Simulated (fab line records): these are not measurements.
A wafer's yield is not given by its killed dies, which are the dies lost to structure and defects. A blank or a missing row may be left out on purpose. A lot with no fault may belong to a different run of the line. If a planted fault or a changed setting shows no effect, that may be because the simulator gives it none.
Comparing a struck lot with a sound one    flow n5-finfet    14 steps out of a route of 1938
Sound: wafers L606.2, L606.4, L606.6. Struck: wafer L620.3 (left out: L620.5, L620.6 of the same lot, which were not struck); the cause appears at the end.
At each step with rows: each side's tool, then ch and its chambers, then its first start. Under that, the readings that differ: sound wafers    struck wafers    difference of the means    sigmas: that difference in standard deviations of wafers without a fault.
alike: words and numbers the same on both sides, and readings whose means are apart by under 2 such deviations; not compared: readings that were withheld, readings missing a value for some wafer, numbers with overlapping values and no deviation given by the record, and bounds like >300 which may hide the same value.
The two part at a step that has a row with sigmas, a row that says differs or no value, or rows on one side only. When numbers do not overlap yet have no deviation, they are printed without sigmas and do not part them. Lack of a reading on every wafer of one side parts them only where that side has two or more wafers.

first, 8 steps without rows for these wafers: N5_BEOL_M13_COAT_66 (time 60 s, resist thk 110 nm); N5_BEOL_M13_COAT_22 (resist thk 300 nm); N5_BEOL_M13_EBR_24; N5_BEOL_M13_SOFTBAKE_23 (time 60 s); N5_BEOL_M13_EXPOSE_25 (exposes mask M13, target cd 210 nm); N5_BEOL_M13_PEB_26 (peb time 90 s); N5_BEOL_M13_DEVELOP_27 (develop time 45 s); N5_BEOL_M13_HARDBAKE_32 (time 120 s).
N5_BEOL_M13_CD_MEAS_28: the cd target is 209.5 nm.
  sound on cd-sem-03 ch 0, day 11 23:49; struck on cd-sem-03 ch 0, day 16 17:06
  alike: cd-nm
N5_BEOL_M13_OVL_MEAS_29:
  sound on overlay-01 ch 0, day 11 23:50; struck on overlay-01 ch 0, day 16 17:08
  alike: M13_OVL
N5_BEOL_M13_INSPECT_30: inspects for defects (macro).
  sound: defect-inspect-02 at day 11 23:52; struck: defect-inspect-02 at day 16 17:09
  alike: raw-defect-count
N5_BEOL_M13_DESCUM_33: chemistry O2, time 7.9 s.
  sound on rie-diel-02 ch 1,3, day 11 23:53; struck on rie-diel-02 ch 1, day 16 17:11
  alike: drypump-motor-current-A, o2-flow-sccm, oes-product-au, rf-vpp-V, showerhead-plenum-p-Torr, throttle-valve-pct
  not compared: rf-hours-counter-h
N5_BEOL_M13_ETCH_67: etches SiARC in CF4, target depth 143 nm, time 238.3 s.
  sound on rie-diel-02 ch 1,3, day 11 23:56; struck on rie-diel-02 ch 1, day 16 17:13
reading                          sound               struck  difference  sigmas
cf4-flow-sccm (sccm)             99.96 99.31 100.17  129.80  +29.99      +99 or more
etch-rf-on-time-s (s)            241.4 238.2 241.0   232.7   -7.5        -3
showerhead-plenum-p-Torr (Torr)  2.18 2.07 2.18      2.38    +0.24       +3
throttle-valve-pct (%)           15.33 16.00 15.35   16.59   +1.03       +4
  alike: drypump-motor-current-A, oes-product-au, rf-vpp-V
  not compared: rf-hours-counter-h
N5_BEOL_M13_ETCH_68: etches SOC in N2/H2, time 355 s.
  sound on rie-diel-02 ch 1,3, day 12 00:04; struck on rie-diel-02 ch 1, day 16 17:22
reading              sound              struck  difference  sigmas
h2-flow-sccm (sccm)  199.8 199.6 199.8  198.5   -1.2        -2
  alike: drypump-motor-current-A, n2-flow-sccm, oes-product-au, rf-vpp-V, showerhead-plenum-p-Torr, throttle-valve-pct
  not compared: rf-hours-counter-h

WHERE THEY PART
First at N5_BEOL_M13_ETCH_67; last, within this record, at N5_BEOL_M13_ETCH_68.

WHY: whatever the simulator had introduced
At N5_BEOL_M13_ETCH_67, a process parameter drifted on rie-diel-02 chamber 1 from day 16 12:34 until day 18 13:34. A move of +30 in setting cf4-flow-sccm, from 100. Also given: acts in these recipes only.
